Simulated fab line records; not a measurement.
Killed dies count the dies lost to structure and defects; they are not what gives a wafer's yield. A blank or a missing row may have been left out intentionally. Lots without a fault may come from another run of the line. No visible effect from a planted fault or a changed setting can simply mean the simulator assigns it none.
The tool behind it: which one?	flow n5-finfet	24 lots with 72 wafers sampled at 6 steps, on a route of 1938 steps

== WHAT THE GAUGES READ, wafer by wafer ==
N5_MOL_CONTACT_COAG_THK_MEAS_29. Usual: for MD_CAP_THK the level is 17.90 nm and the standard deviation is 0.13.
lot	measured	on	MD_CAP_THK (nm)	flag
L074	day 5 00:12	film-metro-02	18.13 17.83 18.12	
L075	day 5 10:33	film-metro-01	18.04 18.00 17.96	
L076	day 5 15:12	film-metro-02	18.16 17.96 17.94	
L077	day 5 21:06	film-metro-01	18.07 17.79 17.92	
L078	day 5 23:05	film-metro-01	17.58 17.91 17.66	
L079	day 6 05:40	film-metro-01	17.96 17.69 17.60	
L080	day 6 16:26	film-metro-02	17.94 17.94 17.97	
L081	day 6 17:52	film-metro-01	18.04 17.93 17.69	
L082	day 7 00:57	film-metro-02	17.96 17.90 17.78	
L083	day 7 10:51	film-metro-01	18.02 17.95 18.11	
L084	day 7 11:05	film-metro-01	17.94 17.73 17.85	
L085	day 7 18:48	film-metro-01	17.84 18.02 18.13	
L086	day 8 01:39	film-metro-01	18.03 18.03 17.95	
L087	day 8 06:20	film-metro-01	17.74 17.85 17.98	
L088	day 8 12:53	film-metro-01	17.96 18.02 17.96	
L089	day 8 23:17	film-metro-02	17.79 17.86 17.58	
L090	day 9 00:45	film-metro-01	17.82 17.84 17.97	
L091	day 9 08:49	film-metro-01	18.04 17.83 17.89	
L092	day 9 12:54	film-metro-02	17.95 17.87 17.77	
L093	day 9 19:38	film-metro-01	17.76 17.80 17.87	
L094	day 9 23:33	film-metro-02	17.74 17.79 17.70	
L095	day 10 04:05	film-metro-01	18.01 17.89 17.95	
L096	day 10 18:47	film-metro-02	17.99 18.05 17.96	
L097	day 11 00:01	film-metro-01	18.06 18.11 18.00	

N5_MOL_CONTACT_COAG_OVL_MEAS_41. Usual: for VD_OVL the level is -0.5 nm and the standard deviation is 0.78.
lot	measured	on	VD_OVL (nm)	flag
L074	day 5 03:13	overlay-02	0.4 0.5 -0.3	
L075	day 5 12:59	overlay-01	-1.5 0.7 -0.5	
L076	day 5 17:46	overlay-02	-1.6 -2.0 -2.6	
L077	day 5 23:15	overlay-02	-1.1 -2.1 -1.0	
L078	day 6 01:22	overlay-02	0.4 -0.1 0.2	
L079	day 6 08:06	overlay-01	-0.7 -0.4 -1.1	
L080	day 6 18:44	overlay-01	-0.2 0.0 -0.8	
L081	day 6 20:37	overlay-02	-1.7 -1.8 -1.2	
L082	day 7 03:23	overlay-01	-0.2 -0.4 -0.9	
L083	day 7 13:46	overlay-01	-0.4 -0.6 -0.2	
L084	day 7 14:17	overlay-01	-0.3 0.6 -0.2	
L085	day 7 21:40	overlay-02	-1.8 -0.8 -0.7	
L086	day 8 04:01	overlay-01	0.4 0.0 -0.4	
L087	day 8 09:07	overlay-01	-2.4 -1.1 -0.2	
L088	day 8 15:22	overlay-02	-0.1 0.3 0.0	
L089	day 9 01:40	overlay-02	-1.2 0.1 -1.4	
L090	day 9 02:57	overlay-01	0.1 0.0 -0.9	
L091	day 9 11:11	overlay-02	-0.7 -0.1 -0.4	
L092	day 9 15:49	overlay-01	0.6 0.1 0.2	
L093	day 9 22:12	overlay-01	-0.4 -1.3 -2.0	
L094	day 10 02:22	overlay-01	0.3 0.5 0.1	
L095	day 10 07:17	overlay-02	0.1 0.7 0.9	
L096	day 10 21:44	overlay-01	1.0 0.7 0.0	
L097	day 11 02:19	overlay-02	-0.7 -0.8 -0.9	

N5_MOL_CONTACT_COAG_INSPECT_97: inspects for defects (darkfield). Usual: raw-defect-count at 48, with a standard deviation of 20.
lot	measured	on	raw-defect-count	flag
L074	day 5 10:43	defect-inspect-02	105 31 37	
L075	day 5 17:43	defect-inspect-02	29 41 32	
L076	day 5 22:30	defect-inspect-02	42 54 28	
L077	day 6 03:58	defect-inspect-02	57 41 129	
L078	day 6 06:58	defect-inspect-01	47 48 32	
L079	day 6 13:17	defect-inspect-01	25 43 37	
L080	day 6 23:48	defect-inspect-02	27 35 62	
L081	day 7 03:11	defect-inspect-02	116 46 69	
L082	day 7 08:10	defect-inspect-02	36 80 48	
L083	day 7 18:31	defect-inspect-02	36 42 54	
L084	day 7 21:29	defect-inspect-02	52 38 65	
L085	day 8 02:29	defect-inspect-02	56 34 55	
L086	day 8 08:50	defect-inspect-02	38 45 38	
L087	day 8 14:09	defect-inspect-02	63 63 52	
L088	day 8 20:11	defect-inspect-02	44 44 31	
L089	day 9 06:32	defect-inspect-02	39 39 18	
L090	day 9 09:32	defect-inspect-02	39 41 56	
L091	day 9 16:11	defect-inspect-02	61 32 25	
L092	day 9 20:32	defect-inspect-02	64 33 45	
L093	day 10 02:56	defect-inspect-02	27 51 49	
L094	day 10 07:14	defect-inspect-02	104 61 24	
L095	day 10 12:16	defect-inspect-02	109 88 98	
L096	day 11 02:41	defect-inspect-02	21 30 35	
L097	day 11 07:14	defect-inspect-02	79 25 59	

== WHICH TOOL RAN EACH LOT (tool, then ch and the chambers of the sampled wafers, then the start) ==
lot	N5_MOL_CONTACT_COAG_ETCH_65	N5_MOL_CONTACT_COAG_ETCHBACK_134	N5_MOL_CONTACT_COAG_ETCH_48
L074	rie-diel-01 ch 0,3, day 5 03:20	rie-diel-05 ch 0,1, day 5 03:43	rie-diel-05 ch 0,1, day 5 03:56
L075	rie-diel-04 ch 0,1,2, day 5 13:05	rie-diel-01 ch 0,1,3, day 5 13:22	rie-diel-01 ch 0,1,3, day 5 13:36
L076	rie-diel-01 ch 0,2,3, day 5 17:54	rie-diel-04 ch 1,2,3, day 5 18:11	rie-diel-04 ch 1,2,3, day 5 18:25
L077	rie-diel-04 ch 1,2,3, day 5 23:23	rie-diel-04 ch 0,2,3, day 5 23:40	rie-diel-04 ch 0,2,3, day 5 23:53
L078	rie-diel-04 ch 1,3, day 6 01:29	rie-diel-05 ch 0,1,3, day 6 01:46	rie-diel-05 ch 0,1,3, day 6 01:59
L079	rie-diel-05 ch 1,3, day 6 08:25	rie-diel-05 ch 0,1, day 6 08:58	rie-diel-05 ch 0,1, day 6 09:11
L080	rie-diel-05 ch 0,1,3, day 6 19:07	rie-diel-05 ch 1,2,3, day 6 19:30	rie-diel-05 ch 1,2,3, day 6 19:43
L081	rie-diel-05 ch 1,2,3, day 6 20:44	rie-diel-04 ch 1,2,3, day 6 22:51	rie-diel-04 ch 1,2,3, day 6 23:05
L082	rie-diel-01 ch 1,2, day 7 03:32	rie-diel-05 ch 0,1,3, day 7 03:49	rie-diel-05 ch 0,1,3, day 7 04:03
L083	rie-diel-05 ch 2,3, day 7 13:54	rie-diel-01 ch 0,1,2, day 7 14:11	rie-diel-01 ch 0,1,2, day 7 14:25
L084	rie-diel-01 ch 1,2,3, day 7 14:42	rie-diel-05 ch 0,2, day 7 15:14	rie-diel-05 ch 0,2, day 7 15:27
L085	rie-diel-01 ch 0,1,3, day 7 21:52	rie-diel-05 ch 0,1,3, day 7 22:08	rie-diel-05 ch 0,1,3, day 7 22:22
L086	rie-diel-04 ch 1,2,3, day 8 04:08	rie-diel-01 ch 0,1,3, day 8 04:31	rie-diel-01 ch 0,1,3, day 8 04:44
L087	rie-diel-01 ch 0,1,3, day 8 09:15	rie-diel-04 ch 1,2,3, day 8 09:48	rie-diel-04 ch 1,2,3, day 8 10:02
L088	rie-diel-01 ch 0,1, day 8 15:29	rie-diel-05 ch 2,3, day 8 15:53	rie-diel-05 ch 2,3, day 8 16:06
L089	rie-diel-05 ch 0,3, day 9 01:51	rie-diel-05 ch 0,2, day 9 02:08	rie-diel-05 ch 0,2, day 9 02:21
L090	rie-diel-01 ch 1,2, day 9 03:05	rie-diel-05 ch 0,3, day 9 03:22	rie-diel-05 ch 0,3, day 9 03:35
L091	rie-diel-01 ch 0,2, day 9 11:30	rie-diel-05 ch 0,1,3, day 9 11:47	rie-diel-05 ch 0,1,3, day 9 12:00
L092	rie-diel-04 ch 0,3, day 9 15:57	rie-diel-01 ch 0,1,3, day 9 16:14	rie-diel-01 ch 0,1,3, day 9 16:28
L093	rie-diel-05 ch 0,1,3, day 9 22:19	rie-diel-01 ch 1,3, day 9 22:36	rie-diel-01 ch 1,3, day 9 22:49
L094	rie-diel-04 ch 0,1, day 10 02:34	rie-diel-04 ch 1,2,3, day 10 02:52	rie-diel-04 ch 1,2,3, day 10 03:06
L095	rie-diel-01 ch 1,2, day 10 07:40	rie-diel-04 ch 0,3, day 10 07:56	rie-diel-04 ch 0,3, day 10 08:10
L096	rie-diel-01 ch 1,2,3, day 10 21:52	rie-diel-04 ch 0,1,2, day 10 22:10	rie-diel-04 ch 0,1,2, day 10 22:24
L097	rie-diel-04 ch 1,3, day 11 02:27	rie-diel-05 ch 1,2, day 11 02:44	rie-diel-05 ch 1,2, day 11 02:57
- N5_MOL_CONTACT_COAG_ETCH_65: etches underlayer in N2/H2, target depth 13 nm, time 10.4 s.
- N5_MOL_CONTACT_COAG_ETCHBACK_134: etches SiO2 in CHF3, target depth 10 nm, time 6.7 s.
- N5_MOL_CONTACT_COAG_ETCH_48: etches SiOC in C4F6/O2, target depth 15 nm, overetch 4.5 nm, time 17 s.

== AS READ BY THE TOOLS THEMSELVES (means over the sampled wafers that have a number; for cases with no such wafer, the mark the record gives instead) ==
N5_MOL_CONTACT_COAG_ETCH_65. Usual: drypump-motor-current-A 5.6 A, standard deviation 0.43; etch-rf-on-time-s 10.34 s, standard deviation 0.27; oes-product-au 0.65 a.u., standard deviation 0.051; rf-vpp-V 523.4 V, standard deviation 2.6; showerhead-plenum-p-Torr 2.52 Torr, standard deviation 0.099; throttle-valve-pct 17.86 %, standard deviation 0.21.
lot	tool	drypump-motor-current-A (A)	etch-rf-on-time-s (s)	oes-product-au (a.u.)	rf-vpp-V (V)	showerhead-plenum-p-Torr (Torr)	throttle-valve-pct (%)	flag
L074	rie-diel-01	5.8	10.32	0.63	524.4	2.54	17.84	
L075	rie-diel-04	5.9	10.24	0.71	523.9	2.53	17.84	
L076	rie-diel-01	5.5	10.31	0.63	523.4	2.52	17.96	
L077	rie-diel-04	5.8	10.09	0.71	521.9	2.49	17.88	
L078	rie-diel-04	5.9	10.32	0.65	520.9	2.44	17.93	
L079	rie-diel-05	6.0	10.28	0.65	523.6	2.48	17.84	
L080	rie-diel-05	5.6	10.36	0.64	521.7	2.45	17.78	
L081	rie-diel-05	5.6	10.48	0.62	523.8	2.49	17.70	
L082	rie-diel-01	5.6	10.52	0.66	525.6	2.65	17.94	
L083	rie-diel-05	5.4	10.51	0.60	521.9	2.44	17.58	
L084	rie-diel-01	5.3	10.41	0.66	524.4	2.56	17.94	
L085	rie-diel-01	5.7	10.43	0.65	523.9	2.57	17.80	
L086	rie-diel-04	5.8	10.07	0.70	522.4	2.48	17.91	
L087	rie-diel-01	5.7	10.32	0.65	525.0	2.57	17.81	
L088	rie-diel-01	6.1	10.26	0.62	526.3	2.62	17.87	
L089	rie-diel-05	5.3	10.57	0.61	520.4	2.41	17.76	
L090	rie-diel-01	5.6	10.38	0.66	525.6	2.64	17.97	
L091	rie-diel-01	5.5	10.15	0.61	522.9	2.56	18.20	
L092	rie-diel-04	5.7	10.41	0.65	523.4	2.51	17.68	
L093	rie-diel-05	5.6	10.31	0.62	521.4	2.43	17.83	
L094	rie-diel-04	5.9	10.50	0.64	523.0	2.52	17.79	
L095	rie-diel-01	5.6	10.48	0.65	526.4	2.64	17.98	
L096	rie-diel-01	5.3	10.46	0.64	523.8	2.54	17.99	
L097	rie-diel-04	5.9	10.24	0.63	520.8	2.42	18.01	

N5_MOL_CONTACT_COAG_ETCHBACK_134. Usual: drypump-motor-current-A 5.6 A, standard deviation 0.41; oes-product-au 0.76 a.u., standard deviation 0.065; rf-vpp-V 525 V, standard deviation 12; showerhead-plenum-p-Torr 2.36 Torr, standard deviation 0.083; throttle-valve-pct 18.79 %, standard deviation 0.2.
lot	tool	drypump-motor-current-A (A)	oes-product-au (a.u.)	rf-vpp-V (V)	showerhead-plenum-p-Torr (Torr)	throttle-valve-pct (%)	flag
L074	rie-diel-05	5.5	0.78	524	2.31	18.67	
L075	rie-diel-01	5.7	0.78	534	2.43	18.75	
L076	rie-diel-04	5.7	0.83	515	2.35	18.85	
L077	rie-diel-04	5.6	0.85	527	2.37	18.62	
L078	rie-diel-05	5.6	0.74	521	2.31	18.72	
L079	rie-diel-05	5.8	0.79	524	2.35	18.81	
L080	rie-diel-05	5.6	0.72	523	2.37	18.84	
L081	rie-diel-04	5.8	0.82	516	2.34	18.87	
L082	rie-diel-05	5.6	0.74	522	2.31	18.75	
L083	rie-diel-01	5.7	0.74	530	2.45	18.84	
L084	rie-diel-05	5.2	0.71	527	2.40	18.78	
L085	rie-diel-05	5.6	0.74	521	2.31	18.76	
L086	rie-diel-01	5.7	0.76	534	2.42	18.78	
L087	rie-diel-04	5.7	0.81	515	2.34	18.89	
L088	rie-diel-05	5.4	0.69	520	2.34	18.80	
L089	rie-diel-05	5.2	0.71	526	2.40	18.80	
L090	rie-diel-05	5.4	0.69	519	2.27	18.70	
L091	rie-diel-05	5.6	0.73	521	2.30	18.77	
L092	rie-diel-01	5.7	0.75	534	2.42	18.81	
L093	rie-diel-01	5.3	0.77	539	2.36	18.74	
L094	rie-diel-04	5.8	0.80	516	2.33	18.91	
L095	rie-diel-04	5.7	0.76	537	2.34	18.46	
L096	rie-diel-04	5.8	0.80	530	2.36	18.78	
L097	rie-diel-05	5.6	0.72	527	2.43	18.95	

N5_MOL_CONTACT_COAG_ETCH_48. Usual: drypump-motor-current-A 5.6 A, standard deviation 0.41; oes-product-au 0.64 a.u., standard deviation 0.055; rf-vpp-V 1592 V, standard deviation 34; showerhead-plenum-p-Torr 2.82 Torr, standard deviation 0.1; throttle-valve-pct 40.9 %, standard deviation 0.52.
lot	tool	drypump-motor-current-A (A)	oes-product-au (a.u.)	rf-vpp-V (V)	showerhead-plenum-p-Torr (Torr)	throttle-valve-pct (%)	flag
L074	rie-diel-05	5.5	0.67	1589	2.76	41.0	
L075	rie-diel-01	5.7	0.66	1617	2.90	40.7	
L076	rie-diel-04	5.8	0.69	1565	2.80	40.6	
L077	rie-diel-04	5.6	0.69	1599	2.84	40.2	
L078	rie-diel-05	5.6	0.61	1583	2.76	41.2	
L079	rie-diel-05	5.8	0.67	1591	2.80	41.2	
L080	rie-diel-05	5.7	0.63	1590	2.84	41.4	
L081	rie-diel-04	5.7	0.69	1566	2.80	40.6	
L082	rie-diel-05	5.6	0.66	1583	2.76	41.2	
L083	rie-diel-01	5.7	0.60	1603	2.93	40.9	
L084	rie-diel-05	5.2	0.58	1600	2.88	41.0	
L085	rie-diel-05	5.6	0.63	1583	2.75	41.2	
L086	rie-diel-01	5.7	0.62	1616	2.89	40.7	
L087	rie-diel-04	5.7	0.69	1565	2.79	40.6	
L088	rie-diel-05	5.4	0.58	1581	2.80	41.4	
L089	rie-diel-05	5.2	0.61	1599	2.87	41.0	
L090	rie-diel-05	5.3	0.58	1575	2.72	41.3	
L091	rie-diel-05	5.6	0.62	1582	2.75	41.2	
L092	rie-diel-01	5.7	0.64	1616	2.88	40.7	
L093	rie-diel-01	5.3	0.65	1630	2.81	40.5	
L094	rie-diel-04	5.7	0.66	1565	2.79	40.6	
L095	rie-diel-04	5.7	0.66	1620	2.79	39.7	
L096	rie-diel-04	5.9	0.64	1607	2.83	40.4	
L097	rie-diel-05	5.6	0.58	1601	2.90	41.2	

== THE ANSWER, worked out from the rows above alone ==
Rule: take the mean of a lot's wafers that have a number; if it is more than 3 standard deviations from the usual mean, the lot is off. Also off: a lot with no number at a reading for which 4 or more lots have one. Any other lot the step has rows for is counted as sound. Order of review: gauges by route order, followed by the tools' own readings, for which a lot's mean as printed above is used. At the first step where some lot is off, the reading lying furthest off is the one used; lots without a number count as furthest.
Across all readings shown, no lot is off: no conclusion can be drawn from this.

== WHAT HAD BEEN PUT IN BY THE SIMULATOR ==
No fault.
